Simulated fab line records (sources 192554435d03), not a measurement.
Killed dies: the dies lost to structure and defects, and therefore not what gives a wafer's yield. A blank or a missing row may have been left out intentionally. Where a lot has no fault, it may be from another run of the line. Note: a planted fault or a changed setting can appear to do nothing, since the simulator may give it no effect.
A single fault, viewed from 3 desks ; flow n5 finfet ; numbers are kept per desk, each desk with only its own; the story behind them comes last
Where a reading is given only as a bound, like >300, the bound stands for it, and a mean or a difference that rests on one is marked > or <: the true number lies beyond.

## TOOL OWNER'S DESK, plasma asher-02
The tool's own readings at N5_BEOL_M13_STRIP_63 (strips in N2/H2): means of the sampled wafers that have a number, for each lot that ran on this tool. Any lot whose mean is over 4 standard deviations away from the usual mean is out of limits and marked OUT; that distance is given in the brackets.
Columns: A = drypump motor current A at N5_BEOL_M13_STRIP_63, usual 5.7 A; B = heater power w at N5_BEOL_M13_STRIP_63, usual 324 W; C = oes product au at N5_BEOL_M13_STRIP_63, usual 0.673 a.u.; D = strip time to endpoint s at N5_BEOL_M13_STRIP_63, usual 27.4 s
lot;first seen here;A;B;C;D
L819;day 10 15:37;5.9;302;0.674;27.7
L824;day 12 14:02;5.9;304;0.674;28.5
L829;day 13 03:07;5.9;310;0.671;26.8
L831;day 13 13:51;5.9;302;0.679;27.5
L833;day 14 21:02;6.0;313;0.671;27.0
L834;day 15 00:20;5.9;303;0.678;28.1
This desk's verdict: no lot among the 6 shows anything out of limits.

## FROM THE METROLOGY DESK
What the gauges read for every lot (on any tool): the sampled wafers with a number, averaged. Any lot whose mean is over 4 standard deviations away from the usual mean is out of limits and marked OUT; that distance is given in the brackets.
Columns: A = cd nm at N5_BEOL_M13_CD_MEAS_10, usual 189.7 nm
lot;first seen here;A
L819;day 10 15:12;190.6
L824;day 12 13:29;190.9
L825;day 12 14:17;189.6
L829;day 13 02:41;189.4
L831;day 13 13:26;188.7
L833;day 14 20:38;188.7
L834;day 14 23:55;189.6
L840;day 16 01:04;191.5
L842;day 16 12:22;188.5
L841;day 17 06:01;188.8
This desk's verdict: no lot among the 10 shows anything out of limits.

## THE DEFECT DESK
For each lot, the counts of the inspections along the route, averaged over the sampled wafers that have a number. Any lot whose mean is over 4 standard deviations away from the usual mean is out of limits and marked OUT; that distance is given in the brackets.
Columns: A = raw defect count at N5_BEOL_M13_INSPECT_30, usual 2.2
lot;first seen here;A
L819;day 10 16:12;1.7
L824;day 12 14:44;1.7
L825;day 12 15:16;2.0
L829;day 13 03:44;2.3
L831;day 13 14:26;>102 (>+67) OUT
L833;day 14 21:45;>202 (+99 or more) OUT
L834;day 15 01:02;>102 (>+67) OUT
L840;day 16 02:27;2.0
L842;day 16 13:49;2.0
L841;day 17 07:08;2.0
This desk's verdict: out of limits on L831, L833, L834, starting with L831 at day 13 14:26 (raw defect count at N5_BEOL_M13_INSPECT_30). Within limits: L819, L824, L825, L829, L840, L842, L841.

## TAKEN TOGETHER
The defect desk could have raised an alarm at day 13 14:26, on L831, L833, L834.
Nothing out of limits was seen by the tool owner's desk.
The metrology desk saw nothing out of limits.
The tool owner's desk has L831, L833, L834 on record, within its limits.
The metrology desk holds a record of L831, L833, L834, inside its limits.
Every lot named ran N5_BEOL_M13_STRIP_63 on plasma asher-02.

## WHAT WAS PUT IN BY THE SIMULATOR
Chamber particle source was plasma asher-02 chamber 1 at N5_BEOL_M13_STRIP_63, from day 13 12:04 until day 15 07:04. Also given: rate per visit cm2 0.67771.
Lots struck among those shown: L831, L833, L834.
Hours from the fault's start to each desk's first reading out of limits: the defect desk, 2.
